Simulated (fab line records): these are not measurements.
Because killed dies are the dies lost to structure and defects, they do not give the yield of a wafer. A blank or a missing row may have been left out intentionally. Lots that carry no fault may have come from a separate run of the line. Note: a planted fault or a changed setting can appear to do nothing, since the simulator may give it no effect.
Chamber matching ; flow n5 finfet ; 3 sister chambers for N5_HKMG_FIN_CVD_62 on thermal cvd si-02
The step deposits a-Si from Si2H6, target thk 3 nm, time 20.8 s. 3 wafers are shown with their chamber, then 7 later ones without.

## WAFERS WITH THEIR CHAMBER
wafer;chamber;heater power w (W)
L193.4;2;1270
L195.5;1;1281
L197.4;0;1198

## WAFERS WITH NO CHAMBER GIVEN
wafer;heater power w (W)
L197.6;1241
L201.2;1266
L201.4;1303
L203.2;1267
L203.5;1260
L205.1;1272
L205.4;1267

## WHICH CHAMBER EACH ONE RAN IN
wafer;from the rows above;in truth
L197.6;can't be placed: 2 or 1 or 0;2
L201.2;can't be placed: 2 or 1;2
L201.4;can't be placed: 1 or 2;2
L203.2;can't be placed: 2 or 1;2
L203.5;can't be placed: 2 or 1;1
L205.1;can't be placed: 2 or 1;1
L205.4;can't be placed: 2 or 1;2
Correctly placed: 0 of 7. Can't be placed from these rows: 7 (the true chamber is among the candidates in 7). Number placed wrongly: 0.
How it was worked out, from the rows above alone: a wafer's distance from a chamber is the root of the sum, over the readings, of the square of ((its reading less the chamber's mean) divided by the reading's scatter). The wafer belongs to the nearest chamber; if the next one is less than 2 further off, it can't be placed. A chamber's mean is the mean of its shown wafers. The scatter: with one shown wafer a chamber, the root of the mean of the squares of how far each hidden wafer lies from its nearest shown one.
